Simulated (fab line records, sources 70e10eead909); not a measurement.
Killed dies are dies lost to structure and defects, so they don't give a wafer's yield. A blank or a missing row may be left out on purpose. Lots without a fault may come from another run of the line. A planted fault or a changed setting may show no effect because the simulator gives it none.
Chamber matching | flow nand_harc | NHARC_P_STI_ETCH_15 on rie_si-03: 4 sister chambers
The step etches the open film in HBr/Cl2, target depth 300 nm, time 100.1 s. 8 wafers are shown with their chamber, then 10 later ones without.

WAFERS WITH THEIR CHAMBER
wafer  | chamber | drypump_motor_current_A (A) | oes_product_au (a.u.)
L082.3 | 3       | 5.3                         | 1.011
L083.4 | 3       | 5.3                         | 1.020
L084.4 | 0       | 6.0                         | 1.000
L085.3 | 1       | 5.2                         | 0.990
L085.5 | 1       | 5.2                         | 0.996
L085.6 | 2       | 5.0                         | 1.000
L086.2 | 0       | 6.0                         | 1.004
L086.4 | 2       | 4.9                         | 1.004

WAFERS WITHOUT THEIR CHAMBER
wafer  | drypump_motor_current_A (A) | oes_product_au (a.u.)
L086.5 | 5.3                         | 0.995
L089.4 | 5.3                         | 0.998
L089.5 | 6.0                         | 0.994
L089.6 | 5.0                         | 1.002
L090.2 | 6.0                         | 1.008
L090.4 | 5.3                         | 1.010
L090.5 | 5.0                         | 1.011
L095.3 | 6.0                         | 1.003
L095.5 | 5.3                         | 1.017
L095.6 | 6.0                         | 1.002

WHICH CHAMBER EACH WENT THROUGH
wafer  | from the rows above     | in truth
L086.5 | can't be placed: 1 or 3 | 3
L089.4 | can't be placed: 1 or 3 | 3
L089.5 | 0                       | 0
L089.6 | 2                       | 2
L090.2 | 0                       | 0
L090.4 | 3                       | 3
L090.5 | 2                       | 2
L095.3 | 0                       | 0
L095.5 | 3                       | 3
L095.6 | 0                       | 0
Placed correctly: 8 of 10. Can't be placed from these rows: 2 (the true chamber is among the candidates in 2). Placed wrongly: 0.
How it was worked out, from the rows above alone: a wafer's distance from a chamber is the root of the sum, over the readings, of the square of ((its reading less the chamber's mean) divided by the reading's scatter). The wafer belongs to the nearest chamber; if the next one is less than 2 further off, it can't be placed. A chamber's mean is the mean of its shown wafers. The scatter: the root of (the sum of the squares of (reading less its chamber's mean) over the shown wafers, divided by (wafers less chambers)).
